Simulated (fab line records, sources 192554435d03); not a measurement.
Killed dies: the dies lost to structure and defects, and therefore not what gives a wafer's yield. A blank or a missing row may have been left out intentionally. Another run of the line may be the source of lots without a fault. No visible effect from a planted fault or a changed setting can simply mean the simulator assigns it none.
fab line records    flow n5Finfet
record: lots: 9  wafers: 27  lastDay: 15
route steps=1938 shown SDB@356 DUMMY_REMOVAL@377 BEOL_M4@1111 PASSIVATION@1936
lots that met no fault: from a run of the same line without faults
startH: the number of hours between the record's first day and the start of the first shown wafer of the lot    waitH: hours elapsed since this lot's preceding step    " identical to the entry in the row above    L1.1+2: a single row standing in for several wafers    - no value, or no start was given    * or withheld: withheld    < > ~ a bound
route shown NAME@n: a module of which the file shows steps, and the number in the route of the first    usual: the fault-free wafers' mean and standard deviation    same: alike in all rows    chamber/n: place in a boat    sites: readings site by site    _std_site: how widely they spread, as a standard deviation    _edge_site: outer sites' mean less inner sites'    radiusMm: for every site, how far away it sits from the centre of the wafer    mask NAME#n: copy n    behind: tool/chamber where the wafer was last shaped    hold: the reason the lot was held/the length of the hold in hours/how it ended    device: which transistor (n, p or np) failed to switch    end of line: tests run on the same wafers once the route is complete    a step given without rows: its recipe and nothing more    killed: dies that structure and defects cost at the first sort, which is not the same as the wafer's yield    map: a wafer's dies, marking killed ones x, the rest . and places with no die _
set.NAME: setting as actually run; set.NAME@STEP: the setting as run at that earlier step    model.NAME: the simulator's own value behind a step, which no gauge read
steps of the route over a sample of lots; a table a step, a row a wafer
services: a tool's chamber out of use, with start hour (startH, from the record's first day; less than 0 if before it), hours out, and reason
== steps ==
step: N5_SDB_CD_MEAS_11
recipe: targetCdNm: 50  landingEnergyEv: 500  detector: seInlens  polarity: opening
usual: cdNm: 49.7/0.9
lot.wafer  tool      chamber  startH  waitH  cdNm
L828.3     cdSem-03  0        63.38   -      49.3
L828.4     "         0        "       "      50.0
L828.5     "         0        "       "      49.3
L831.2     cdSem-03  0        83.53   -      51.3
L831.4     "         0        "       "      51.8
L831.5     "         0        "       "      51.5
L832.3     cdSem-03  0        88.64   -      49.4
L832.4     "         0        "       "      48.9
L832.5     "         0        "       "      49.6
L833.1     cdSem-01  0        99.01   -      50.4
L833.2     "         0        "       "      50.2
L833.6     "         0        "       "      49.8
L834.1     cdSem-01  0        105.14  -      50.3
L834.2     "         0        "       "      49.0
L834.5     "         0        "       "      50.2
L836.1     cdSem-02  0        115.31  -      48.8
L836.3     "         0        "       "      49.7
L836.6     "         0        "       "      49.4
L837.2     cdSem-03  0        119.74  -      50.1
L837.3     "         0        "       "      49.3
L837.6     "         0        "       "      49.6
L840.4     cdSem-03  0        139.11  -      49.6
L840.5     "         0        "       "      49.3
L840.6     "         0        "       "      49.0
L844.2     cdSem-01  0        162.95  -      48.6
L844.3     "         0        "       "      48.3
L844.5     "         0        "       "      48.3
step: N5_SDB_ETCH_25
recipe: chemistry: C4F6/O2  target: SiO2  targetDepthA: 100  timeS: 3.3  ionEnergyEv: 250  maskMaterial: SiNx  pressureMtorr: 30  sourceW: 345  biasW: 185  Ar_flow_sccm: 300  C4F6_flow_sccm: 10  O2_flow_sccm: 10
usual: drypumpMotorCurrentA: 5.9/0.49  oesProductAu: 0.78/0.068  rfVppV: 667/5.7  showerheadPlenumPTorr: 2.87/0.089  throttleValvePct: 21.16/0.2
lot.wafer  tool        chamber  startH  waitH  drypumpMotorCurrentA  oesProductAu  rfHoursCounterH  rfVppV  showerheadPlenumPTorr  throttleValvePct
L828.3     rieDiel-05  1        64.30   0.2    6.3                   0.71          208              681     2.94                   21.19
L828.4     "           2        "       "      6.6                   0.81          100              665     2.87                   21.08
L828.5     "           0        "       "      5.6                   0.87          -                671     2.78                   20.92
L831.2     rieDiel-05  1        84.15   0.0    6.2                   0.71          215              681     2.94                   21.21
L831.4     "           0        "       "      5.6                   0.87          48               669     2.78                   20.94
L831.5     "           1        "       "      6.2                   0.70          -                680     2.94                   21.19
L832.3     rieDiel-04  1        91.34   1.7    5.7                   0.82          94               668     2.86                   21.37
L832.4     "           0        "       "      6.6                   0.73          192              665     2.71                   20.89
L832.5     "           2        "       "      5.8                   0.70          -                658     2.93                   20.89
L833.1     rieDiel-05  3        99.83   0.0    5.6                   0.80          94               665     3.00                   21.28
L833.2     "           1        "       "      6.3                   0.70          222              680     2.94                   21.21
L833.6     "           3        "       "      5.5                   0.82          -                667     3.00                   21.28
L834.1     rieDiel-04  2        107.09  0.6    5.8                   0.70          221              658     2.93                   20.90
L834.2     "           0        "       "      6.6                   0.72          197              665     2.71                   20.89
L834.5     "           2        "       "      5.8                   0.70          -                657     2.93                   20.90
L836.1     rieDiel-01  3        118.72  1.6    5.1                   0.73          203              658     2.72                   21.20
L836.3     "           1        "       "      6.6                   0.90          42               672     2.91                   21.54
L836.6     "           0        "       "      5.5                   0.91          -                665     2.90                   21.47
L837.2     rieDiel-05  0        120.88  0.2    5.6                   0.84          64               672     2.77                   20.95
L837.3     "           3        "       "      5.5                   0.80          104              666     3.00                   21.27
L837.6     "           1        "       "      6.3                   0.69          -                680     2.93                   21.21
L840.4     rieDiel-05  3        140.53  0.4    5.6                   0.99          111              666     2.99                   21.48
L840.5     "           1        "       "      6.2                   0.69          -                680     2.93                   21.25
L840.6     "           2        "       "      6.6                   0.79          -                663     2.86                   21.16
L844.2     rieDiel-01  2        163.90  0.4    6.6                   0.70          199              669     2.83                   21.17
L844.3     "           3        "       "      5.1                   0.72          220              658     2.71                   21.23
L844.5     "           2        "       "      6.6                   0.70          -                668     2.83                   21.17
step: N5_SDB_CMP_30
recipe: stopOn: poly-Si  tOverpolishS: 1.54  postCmpClean: alkalineBrush  downForcePsi: 4.1491  platenRpm: 51.796  padVelocityMS: 1.0306  targetThkNm: 30
usual: motorCurrentA: 12.8/1.3  overpolishRunS: 1.539/0.0094  platenRpm: 51.79/0.039  timeToEndpointS: 17.3/1.8
lot.wafer  tool    chamber  startH  waitH  motorCurrentA  overpolishRunS  platenRpm  timeToEndpointS
L828.3     cmp-04  1        67.30   1.4    11.6           1.551           51.79      15.0
L828.4     "       0        "       "      10.5           1.544           51.76      17.1
L828.5     "       1        "       "      11.8           1.539           51.82      17.4
L831.2     cmp-03  3        87.15   1.4    13.4           1.554           51.76      15.3
L831.4     "       0        "       "      12.2           1.529           51.81      16.5
L831.5     "       3        "       "      14.1           1.540           51.82      16.1
L832.4     cmp-04  0        95.58   1.4    10.5           1.543           51.81      17.2
L832.3     "       1        "       "      11.8           1.531           51.80      18.8
L832.5     "       3        "       "      13.4           1.536           51.83      21.0
L833.2     cmp-03  2        102.87  1.4    12.6           1.542           51.78      14.7
L833.1     "       0        "       "      12.6           1.563           51.83      16.7
L833.6     "       2        "       "      12.9           1.554           51.73      13.7
L834.1     cmp-04  1        110.16  1.5    12.1           1.544           51.81      15.3
L834.2     "       2        "       "      13.4           1.535           51.77      16.8
L834.5     "       0        "       "      10.7           1.538           51.76      15.3
L836.3     cmp-01  0        121.76  1.4    13.7           1.544           51.79      18.5
L836.1     "       2        "       "      13.1           1.545           51.82      16.8
L836.6     "       3        "       "      12.0           1.532           51.77      16.4
L837.2     cmp-04  1        124.06  1.4    11.7           1.543           51.78      15.7
L837.3     "       3        "       "      12.7           1.557           51.76      16.5
L837.6     "       0        "       "      10.6           1.528           51.79      17.4
L840.4     cmp-04  3        143.65  1.5    12.8           1.535           51.73      21.9
L840.5     "       0        "       "      10.5           1.514           51.68      20.9
L840.6     "       1        "       "      11.7           1.551           51.81      19.2
L844.3     cmp-04  0        166.92  1.4    10.3           1.534           51.73      17.7
L844.2     "       2        "       "      13.1           1.555           51.79      19.3
L844.5     "       0        "       "      10.4           1.531           51.73      17.1
step: N5_DUMMY_REMOVAL_HM_STRIP_01
recipe: chemistry: CH3F/O2  material: SiNx  targetDepthA: 40  stopOn: poly-Si  timeS: 6.8  overEtchFrac: 0.3  ionEnergyEv: 60  powerW: 410  biasW: 29  Ar_flow_sccm: 150  CH3F_flow_sccm: 30  O2_flow_sccm: 20
usual: drypumpMotorCurrentA: 5.9/0.41  oesProductAu: 0.65/0.07  rfVppV: 127.6/1.1  showerheadPlenumPTorr: 2.02/0.08  throttleValvePct: 16.33/0.27
lot.wafer  tool        chamber  startH  waitH  drypumpMotorCurrentA  oesProductAu  rfHoursCounterH  rfVppV  showerheadPlenumPTorr  throttleValvePct
L828.3     rieDiel-03  3        67.71   0.1    5.3                   0.57          214              126.3   1.99                   16.70
L828.4     "           0        "       "      6.7                   0.55          239              128.9   1.97                   16.59
L828.5     "           3        "       "      5.4                   0.57          -                125.9   1.99                   16.69
L831.2     rieDiel-06  0        87.53   0.1    6.0                   0.57          211              127.8   1.98                   16.50
L831.4     "           0        "       "      5.9                   0.56          -                128.4   1.98                   16.49
L831.5     "           3        "       "      5.8                   0.71          -                126.9   2.12                   15.97
L832.3     rieDiel-06  0        96.43   0.6    6.0                   0.56          214              127.7   1.98                   16.48
L832.4     "           3        "       "      5.8                   0.70          -                128.1   2.12                   15.96
L832.5     "           0        "       "      6.0                   0.56          -                126.1   1.98                   16.49
L833.1     rieDiel-03  1        103.54  0.4    6.0                   0.62          137              128.5   2.09                   16.48
L833.2     "           3        "       "      5.4                   0.57          224              126.9   1.98                   16.71
L833.6     "           2        "       "      5.3                   0.63          -                126.9   1.93                   16.33
L834.1     rieDiel-03  1        110.44  0.0    6.0                   0.62          140              127.9   2.09                   16.51
L834.2     "           2        "       "      5.3                   0.63          121              127.6   1.93                   16.35
L834.5     "           1        "       "      5.9                   0.62          -                128.1   2.09                   16.51
L836.1     rieDiel-02  3        122.07  0.0    5.6                   0.56          246              126.9   1.90                   16.57
L836.3     "           2        "       "      6.2                   0.62          167              125.2   1.92                   16.67
L836.6     "           3        "       "      5.6                   0.56          -                126.5   1.90                   16.58
L837.2     rieDiel-02  3        124.39  0.0    5.6                   0.56          247              126.1   1.89                   16.59
L837.3     "           0        "       "      6.0                   0.69          49               128.8   2.12                   15.97
L837.6     "           2        "       "      6.2                   0.62          -                126.4   1.92                   16.68
L840.4     rieDiel-02  1        143.91  0.0    6.2                   0.62          -                127.9   2.09                   16.02
L840.5     "           0        "       "      6.0                   0.69          -                128.9   2.12                   15.99
L840.6     "           2        "       "      6.2                   0.62          -                127.4   1.91                   16.67
L844.2     rieDiel-02  2        167.27  0.0    6.2                   0.61          184              126.7   1.91                   16.68
L844.3     "           1        "       "      6.2                   0.61          146              129.3   2.08                   16.04
L844.5     "           1        "       "      6.3                   0.61          -                128.5   2.08                   16.02
step: N5_BEOL_M4_RC_MEAS_101
usual: DIBL_N: 36.3/1.2  DIBL_P: 36.1/1.6  IOFF_N: 0.161/0.023  IOFF_P: 0.209/0.027  ION_N: 676/8.9  ION_P: 462/5.3  SS_N: 71.5/0.51  SS_P: 73.2/0.5  VT_N: 249.1/2.5  VT_P: -249.9/2.8
lot.wafer  tool       chamber  startH  waitH  DIBL_N[mV/V]  DIBL_P[mV/V]  IOFF_N[nA/um]  IOFF_P[nA/um]  ION_N[uA/um]  ION_P[uA/um]  SS_N[mV/dec]  SS_P[mV/dec]  VT_N[mV]  VT_P[mV]
L828.3     prober-02  0        156.33  0.3    36.5          36.8          0.164          0.203          671           460           71.8          72.7          246.1     -251.8
L828.4     "          0        "       "      35.7          35.0          0.142          0.183          672           457           70.8          73.3          247.2     -253.2
L828.5     "          0        "       "      34.8          33.1          0.129          0.157          667           451           71.7          73.5          250.9     -255.5
L831.2     prober-02  0        182.19  0.2    35.7          34.7          0.146          0.190          672           463           71.5          72.8          252.3     -249.1
L831.4     "          0        "       "      34.9          33.4          0.125          0.172          666           457           70.9          72.9          252.6     -253.1
L831.5     "          0        "       "      34.4          33.8          0.125          0.180          667           464           71.1          72.9          252.0     -251.7
L832.3     prober-02  0        185.41  0.3    35.5          34.7          0.126          0.169          658           450           70.6          72.4          250.9     -255.3
L832.4     "          0        "       "      34.8          33.8          0.121          0.164          664           457           69.9          72.7          252.8     -255.6
L832.5     "          0        "       "      36.0          35.1          0.137          0.182          672           459           70.4          72.3          252.8     -254.5
L833.1     prober-02  0        196.58  0.0    37.6          36.7          0.184          0.262          682           471           71.5          73.2          245.7     -246.9
L833.2     "          0        "       "      36.4          36.1          0.168          0.241          686           468           71.5          73.4          247.2     -244.0
L833.6     "          0        "       "      37.9          37.3          0.192          0.272          678           465           71.8          73.4          248.0     -243.8
L834.1     prober-02  0        204.65  0.0    36.5          35.8          0.158          0.203          669           459           71.6          73.5          249.0     -249.5
L834.2     "          0        "       "      37.4          37.8          0.188          0.239          675           459           71.5          73.4          248.5     -247.8
L834.5     "          0        "       "      37.1          37.4          0.198          0.240          683           466           71.6          74.4          248.4     -247.9
L836.1     prober-02  0        206.31  0.0    36.9          34.3          0.153          0.203          670           467           71.5          73.2          249.4     -248.5
L836.3     "          0        "       "      37.7          35.4          0.170          0.221          667           462           71.7          72.8          247.7     -248.0
L836.6     "          0        "       "      36.9          34.6          0.166          0.202          674           459           71.5          72.8          250.3     -252.3
L837.2     prober-01  0        212.82  0.3    33.8          34.7          0.146          0.179          678           463           72.2          72.4          247.6     -253.7
L837.3     "          0        "       "      35.2          36.6          0.172          0.209          687           463           71.7          73.4          244.4     -249.4
L837.6     "          0        "       "      34.6          35.9          0.155          0.190          675           458           71.3          72.8          248.9     -251.1
L840.4     prober-02  0        246.78  0.5    36.9          36.3          0.165          0.255          678           471           71.0          72.7          247.4     -244.3
L840.5     "          0        "       "      35.8          35.2          0.153          0.231          678           470           71.1          72.7          244.7     -244.4
L840.6     "          0        "       "      36.5          35.7          0.152          0.236          671           467           71.5          73.2          248.8     -244.2
L844.2     prober-01  0        256.72  0.2    36.9          35.3          0.150          0.187          673           460           70.5          72.4          250.0     -250.0
L844.3     "          0        "       "      38.1          37.1          0.188          0.223          676           454           71.6          73.1          248.3     -248.1
L844.5     "          0        "       "      38.1          36.7          0.179          0.210          674           464           71.6          73.3          246.3     -252.6
step: N5_PASSIVATION_PROBE_49
usual: defectLimitedYield: 91.3/1.5  killed_at_M0_to_M3: 35/10  killed_at_M4_up: 13/5.3  killedAtContacts: 12/5.7  killedAtFrontEnd: 39/11  killedAtOther: 3.3/2.7  killedDies: 102/18  killedOpen: 67/13  killedShort: 34/7.8  sort_bin_5_function: 5.1/1  sort_bin_6_memory: 3.3/0.68  sortNPass: 1078/18  sortYieldPct: 91.3/1.5
same: grossDies: 1180  killedAtBackSide: 0  sort_bin_4_leakage[%]: 0  sort_bin_8_speed[%]: 0
lot.wafer  tool       chamber  startH  waitH  defectLimitedYield[%]  killed_at_M0_to_M3  killed_at_M4_up  killedAtContacts  killedAtFrontEnd  killedAtOther  killedDies  killedOpen  killedShort  sort_bin_5_function[%]  sort_bin_6_memory[%]  sortNPass  sortYieldPct[%]
L828.3     prober-01  -        254.81  0.1    92.3                   33                  7                7                 42                2              91          55          34           4.4                     3.1                   1089       92.3
L828.4     prober-01  -        254.86  0.2    91.2                   39                  11               16                38                0              104         73          31           5.6                     3.1                   1076       91.2
L828.5     prober-01  -        254.91  0.2    92.7                   29                  9                3                 45                0              86          52          33           3.6                     3.2                   1094       92.7
L832.3     prober-02  -        277.27  0.1    92.6                   28                  14               14                26                5              87          66          19           4.7                     2.5                   1093       92.6
L832.4     prober-02  -        277.32  0.2    93.2                   26                  9                12                30                3              80          52          28           4.2                     2.4                   1100       93.2
L832.5     prober-02  -        277.37  0.2    94.7                   15                  8                6                 31                2              62          39          23           3.1                     2.0                   1118       94.7
L831.2     prober-02  -        278.40  0.1    87.7                   43                  23               28                43                8              145         106         38           7.6                     4.2                   1035       87.7
L831.4     prober-02  -        278.50  0.2    90.1                   35                  16               20                44                2              117         88          29           6.1                     3.6                   1063       90.1
L831.5     prober-02  -        278.55  0.2    90.8                   48                  23               5                 29                4              109         58          51           5.6                     3.2                   1071       90.8
L833.1     prober-01  -        290.76  0.0    92.6                   23                  17               9                 32                6              87          53          32           4.9                     2.1                   1093       92.6
L833.2     prober-01  -        290.81  0.1    91.9                   34                  15               18                24                4              95          62          32           4.0                     3.9                   1085       91.9
L833.6     prober-01  -        291.01  0.3    90.8                   28                  16               20                38                6              108         68          37           5.4                     3.3                   1072       90.8
L836.1     prober-01  -        306.99  0.0    92.9                   34                  4                6                 37                3              84          54          29           4.2                     2.8                   1096       92.9
L836.3     prober-01  -        307.09  0.1    91.8                   40                  9                15                32                1              97          69          27           4.9                     3.1                   1083       91.8
L836.6     prober-01  -        307.24  0.3    92.5                   35                  5                4                 40                4              88          56          32           3.7                     3.6                   1092       92.5
L834.1     prober-02  -        308.06  0.0    94.5                   32                  7                3                 20                3              65          37          25           2.6                     2.6                   1115       94.5
L834.2     prober-02  -        308.11  0.1    92.2                   24                  17               4                 45                2              92          49          42           4.7                     2.6                   1088       92.2
L834.5     prober-02  -        308.26  0.2    90.5                   35                  12               14                45                6              112         63          45           5.2                     4.1                   1068       90.5
L837.2     prober-02  -        312.39  0.1    93.3                   33                  9                4                 32                1              79          43          36           4.1                     2.3                   1101       93.3
L837.3     prober-02  -        312.44  0.1    88.8                   66                  17               12                28                9              132         95          36           7.7                     3.3                   1048       88.8
L837.6     prober-02  -        312.59  0.3    92.2                   38                  8                19                23                4              92          62          30           3.9                     3.5                   1088       92.2
L840.4     prober-02  -        352.42  0.2    92.8                   37                  10               9                 23                6              85          54          31           4.2                     2.6                   1095       92.8
L840.5     prober-02  -        352.47  0.2    92.9                   27                  12               15                25                5              84          58          25           3.5                     3.5                   1096       92.9
L840.6     prober-02  -        352.52  0.3    94.1                   18                  9                6                 35                2              70          44          26           3.2                     2.6                   1110       94.1
L844.2     prober-02  -        358.53  0.1    91.1                   51                  14               8                 32                0              105         61          41           5.3                     3.3                   1075       91.1
L844.3     prober-02  -        358.58  0.1    91.9                   56                  5                5                 29                0              95          67          26           4.4                     3.4                   1085       91.9
L844.5     prober-02  -        358.68  0.2    93.1                   32                  7                10                27                6              82          51          29           4.2                     2.7                   1098       93.1
killed by level:class
L828.3 BEOL_M0_SAQP:geometricParticle:short=12 FIN_SAQP:geometricParticle:short=10 DUMMY_GATE:geometricParticle:open=9 STI_FIN_REVEAL:geometricParticle:open=7 MOL_CONTACT_COAG:geometricParticle:open=6 FIN_SAQP:geometricParticle:open=5 BEOL_M0_SAQP:geometricParticle:open=5 BEOL_M2:geometricParticle:open=5
L828.4 MOL_CONTACT_COAG:geometricParticle:open=15 BEOL_M0_SAQP:geometricParticle:open=15 STI_FIN_REVEAL:geometricParticle:open=12 BEOL_M2:geometricParticle:open=11 BEOL_M0_SAQP:geometricParticle:short=8 DUMMY_GATE:geometricParticle:open=6 FIN_SAQP:geometricParticle:open=4 DUMMY_GATE:geometricParticle:short=4
L828.5 BEOL_M2:geometricParticle:open=17 FIN_SAQP:geometricParticle:short=11 STI_FIN_REVEAL:geometricParticle:open=8 FIN_SAQP:geometricParticle:open=7 BEOL_M0_SAQP:geometricParticle:short=7 BEOL_M4:geometricParticle:open=4 GATE_CUT:geometricParticle:short=3 MOL_CONTACT_COAG:geometricParticle:open=3
L832.3 MOL_CONTACT_COAG:geometricParticle:open=11 BEOL_M0_SAQP:geometricParticle:open=9 STI_FIN_REVEAL:geometricParticle:open=6 BEOL_M2:geometricParticle:open=6 BEOL_M0:geometricParticle:open=4 BEOL_M3:geometricParticle:open=4 BEOL_M5:geometricParticle:short=4 FIN_SAQP:geometricParticle:open=3
L832.4 MOL_CONTACT_COAG:geometricParticle:open=11 FIN_SAQP:geometricParticle:short=8 BEOL_M2:geometricParticle:open=8 FIN_SAQP:geometricParticle:open=7 BEOL_M0_SAQP:geometricParticle:short=6 BEOL_M0_SAQP:geometricParticle:open=5 STI_FIN_REVEAL:geometricParticle:open=4 BEOL_M2:geometricParticle:short=3
L832.5 FIN_SAQP:geometricParticle:open=9 BEOL_M4:geometricParticle:open=7 FIN_SAQP:geometricParticle:short=4 STARTING-WAFER:geometricParticle:open=4 BEOL_M3:geometricParticle:open=4 STI_FIN_REVEAL:geometricParticle:open=3 GATE_CUT:geometricParticle:short=3 MOL_CONTACT_COAG:geometricParticle:open=3
L831.2 MOL_CONTACT_COAG:geometricParticle:open=22 STI_FIN_REVEAL:geometricParticle:open=14 BEOL_M4:geometricParticle:open=14 BEOL_M0_SAQP:geometricParticle:short=11 BEOL_M0:geometricParticle:open=11 BEOL_M2:geometricParticle:open=9 FIN_SAQP:geometricParticle:open=6 MOL_CONTACT_COAG:geometricParticle:short=6
L831.4 MOL_CONTACT_COAG:geometricParticle:open=16 FIN_SAQP:geometricParticle:open=13 BEOL_M0_SAQP:geometricParticle:open=11 BEOL_M4:geometricParticle:open=10 STI_FIN_REVEAL:geometricParticle:open=7 FIN_SAQP:geometricParticle:short=6 BEOL_M0_SAQP:geometricParticle:short=6 BEOL_M2:geometricParticle:open=6
L831.5 BEOL_M0_SAQP:geometricParticle:short=11 BEOL_M4:geometricParticle:open=11 BEOL_M0_SAQP:geometricParticle:open=10 BEOL_M2:geometricParticle:open=10 BEOL_M4:geometricParticle:short=8 FIN_SAQP:geometricParticle:short=7 FIN_SAQP:geometricParticle:open=4 GATE_CUT:geometricParticle:short=4
L833.1 FIN_SAQP:geometricParticle:short=8 FIN_SAQP:geometricParticle:open=7 MOL_CONTACT_COAG:geometricParticle:open=6 BEOL_M1:geometricParticle:open=6 BEOL_M0_SAQP:geometricParticle:open=5 STARTING-WAFER:geometricParticle:short=4 GATE_CUT:geometricParticle:short=4 DUMMY_GATE:geometricParticle:open=3
L833.2 MOL_CONTACT_COAG:geometricParticle:open=11 BEOL_M1:geometricParticle:open=10 MOL_CONTACT_COAG:geometricParticle:short=7 BEOL_M0_SAQP:geometricParticle:open=7 FIN_SAQP:geometricParticle:short=6 BEOL_M4:geometricParticle:open=6 BEOL_M3:geometricParticle:open=5 STARTING-WAFER:geometricParticle:open=5
L833.6 FIN_SAQP:geometricParticle:open=13 MOL_CONTACT_COAG:geometricParticle:open=10 MOL_CONTACT_COAG:geometricParticle:short=10 STI_FIN_REVEAL:geometricParticle:open=7 FIN_SAQP:geometricParticle:short=6 BEOL_M1:geometricParticle:open=6 BEOL_M2:geometricParticle:open=6 BEOL_M0:geometricParticle:short=5
L836.1 BEOL_M2:geometricParticle:open=14 DUMMY_GATE:geometricParticle:open=7 FIN_SAQP:geometricParticle:open=6 FIN_SAQP:geometricParticle:short=5 MOL_CONTACT_COAG:geometricParticle:open=5 BEOL_M0_SAQP:geometricParticle:open=5 BEOL_M1:geometricParticle:open=5 SPACER0:geometricParticle:open=4
L836.3 MOL_CONTACT_COAG:geometricParticle:open=13 BEOL_M0_SAQP:geometricParticle:short=12 BEOL_M0_SAQP:geometricParticle:open=10 BEOL_M2:geometricParticle:open=9 FIN_SAQP:geometricParticle:open=7 BEOL_M1:geometricParticle:open=5 BEOL_M4:geometricParticle:open=5 STI_FIN_REVEAL:geometricParticle:open=4
L836.6 STI_FIN_REVEAL:geometricParticle:open=11 BEOL_M2:geometricParticle:open=11 FIN_SAQP:geometricParticle:open=9 BEOL_M0_SAQP:geometricParticle:short=9 BEOL_M0_SAQP:geometricParticle:open=7 DUMMY_GATE:geometricParticle:open=5 STARTING-WAFER:geometricParticle:short=4 STI_FIN_REVEAL:geometricParticle:short=3
L834.1 BEOL_M2:geometricParticle:open=7 BEOL_M0_SAQP:geometricParticle:short=6 FIN_SAQP:geometricParticle:short=5 DUMMY_GATE:geometricParticle:open=4 BEOL_M0_SAQP:geometricParticle:open=4 BEOL_M1:geometricParticle:open=4 BEOL_M2:geometricParticle:short=4 MOL_CONTACT_COAG:geometricParticle:open=3
L834.2 FIN_SAQP:geometricParticle:short=14 FIN_SAQP:geometricParticle:open=11 BEOL_M0_SAQP:geometricParticle:short=8 BEOL_M4:geometricParticle:open=7 GATE_CUT:geometricParticle:short=4 BEOL_M0_SAQP:geometricParticle:open=4 BEOL_M2:geometricParticle:open=4 ILD0:geometricParticle:short=3
L834.5 FIN_SAQP:geometricParticle:open=12 BEOL_M0_SAQP:geometricParticle:open=11 MOL_CONTACT_COAG:geometricParticle:open=10 FIN_SAQP:geometricParticle:short=8 BEOL_M0_SAQP:geometricParticle:short=7 BEOL_M3:geometricParticle:open=7 GATE_CUT:geometricParticle:short=6 GATE_CUT:geometricParticle:open=4
L837.2 BEOL_M0_SAQP:geometricParticle:short=11 STI_FIN_REVEAL:geometricParticle:open=7 BEOL_M0_SAQP:geometricParticle:open=5 FIN_SAQP:geometricParticle:short=4 FIN_CUT:geometricParticle:short=4 BEOL_M2:geometricParticle:open=4 FIN_CUT:geometricParticle:open=3 BEOL_M3:geometricParticle:open=3
L837.3 BEOL_M0_SAQP:geometricParticle:open=28 BEOL_M0_SAQP:geometricParticle:short=18 MOL_CONTACT_COAG:geometricParticle:open=12 STI_FIN_REVEAL:geometricParticle:open=10 BEOL_M3:geometricParticle:open=7 BEOL_M4:geometricParticle:open=7 BEOL_M2:geometricParticle:open=5 PAD_METAL:geometricParticle:open=5
L837.6 MOL_CONTACT_COAG:geometricParticle:open=17 BEOL_M0_SAQP:geometricParticle:short=14 BEOL_M0_SAQP:geometricParticle:open=10 DUMMY_GATE:geometricParticle:open=5 STI_FIN_REVEAL:geometricParticle:open=5 BEOL_M0:geometricParticle:open=4 BEOL_M1:geometricParticle:open=4 FIN_SAQP:geometricParticle:short=3
L840.4 BEOL_M0_SAQP:geometricParticle:short=10 BEOL_M2:geometricParticle:open=10 BEOL_M0_SAQP:geometricParticle:open=6 MOL_CONTACT_COAG:geometricParticle:open=5 FIN_SAQP:geometricParticle:open=4 STI_FIN_REVEAL:geometricParticle:open=4 GATE_CUT:geometricParticle:short=4 MOL_CONTACT_COAG:geometricParticle:short=4
L840.5 MOL_CONTACT_COAG:geometricParticle:open=11 BEOL_M2:geometricParticle:open=9 BEOL_M0_SAQP:geometricParticle:open=7 STI_FIN_REVEAL:geometricParticle:open=5 DUMMY_GATE:geometricParticle:open=5 BEOL_M4:geometricParticle:open=5 GATE_CUT:geometricParticle:short=5 BEOL_M0_SAQP:geometricParticle:short=5
L840.6 FIN_SAQP:geometricParticle:open=9 FIN_SAQP:geometricParticle:short=6 STARTING-WAFER:geometricParticle:short=5 BEOL_M1:geometricParticle:open=5 MOL_CONTACT_COAG:geometricParticle:open=4 BEOL_M4:geometricParticle:open=4 GATE_CUT:geometricParticle:short=3 GATE_CUT:geometricParticle:open=3
L844.2 BEOL_M2:geometricParticle:open=11 BEOL_M3:geometricParticle:open=9 FIN_SAQP:geometricParticle:short=8 BEOL_M0_SAQP:geometricParticle:short=8 FIN_SAQP:geometricParticle:open=7 BEOL_M3:geometricParticle:short=7 BEOL_M0_SAQP:geometricParticle:open=6 BEOL_M4:geometricParticle:open=6
L844.3 BEOL_M0_SAQP:geometricParticle:open=16 BEOL_M3:geometricParticle:open=10 BEOL_M1:geometricParticle:open=8 BEOL_M2:geometricParticle:open=8 FIN_SAQP:geometricParticle:short=7 BEOL_M0_SAQP:geometricParticle:short=7 FIN_SAQP:geometricParticle:open=5 DUMMY_GATE:geometricParticle:open=5
L844.5 MOL_CONTACT_COAG:geometricParticle:open=7 BEOL_M0_SAQP:geometricParticle:open=7 BEOL_M3:geometricParticle:open=7 BEOL_M4:geometricParticle:open=6 STARTING-WAFER:geometricParticle:short=6 BEOL_M0_SAQP:geometricParticle:short=5 STI_FIN_REVEAL:geometricParticle:open=4 DUMMY_GATE:geometricParticle:open=4
== services ==
tool        chamber  startH  hours  kind
cmp-04      -        41.99   4.0    pm
cmp-04      -        45.99   -      consumableReplace:conditioner
cmp-04      -        45.99   -      consumableReplace:pad
cmp-01      -        53.93   4.5    pm
cmp-04      -        87.12   1.4    repair
rieDiel-01  -        88.48   28.1   pm
rieDiel-06  0        88.86   4.1    repair
rieDiel-04  -        101.30  0.5    repair
rieDiel-02  1        113.73  15.6   repair
rieDiel-06  2        117.42  1.2    repair
rieDiel-05  2        119.71  1.5    repair
rieDiel-02  3        129.56  -      clean
rieDiel-02  3        129.56  -      consumableReplace:focusRing
rieDiel-02  3        129.56  -      consumableReplace:showerhead
rieDiel-02  3        129.56  23.7   scheduledDown
rieDiel-02  3        129.56  23.7   ventCycle
cmp-03      -        142.93  1.2    repair
cmp-04      -        149.07  6.8    pm
rieDiel-02  3        153.75  1.5    repair
cmp-01      -        160.18  2.3    repair
rieDiel-04  1        160.26  9.4    repair
cmp-04      -        164.22  2.1    repair
cmp-03      -        164.27  0.9    repair
rieDiel-03  3        164.52  1.7    repair
== key ==
firstSign: step: N5_SDB_ETCH_25  reading: oesProductAu  direction: up  sigmas: 3  usual: 0.78  struck: 0.99
effect none on later readings
metAt N5_SDB_ETCH_25
struckLots L840
struckWafers L840.4
notActingAt N5_SDB_CD_MEAS_11,N5_SDB_CMP_30,N5_DUMMY_REMOVAL_HM_STRIP_01
onsetBetween 120.88 140.53
fault: kind: processParameterDrift  tool: rieDiel-05  chamber: -  onsetH: 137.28  steps: N5_SDB_ETCH_25  channel: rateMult  offset: 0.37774  shape: step  endH: 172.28  scope: struckWafersOnly
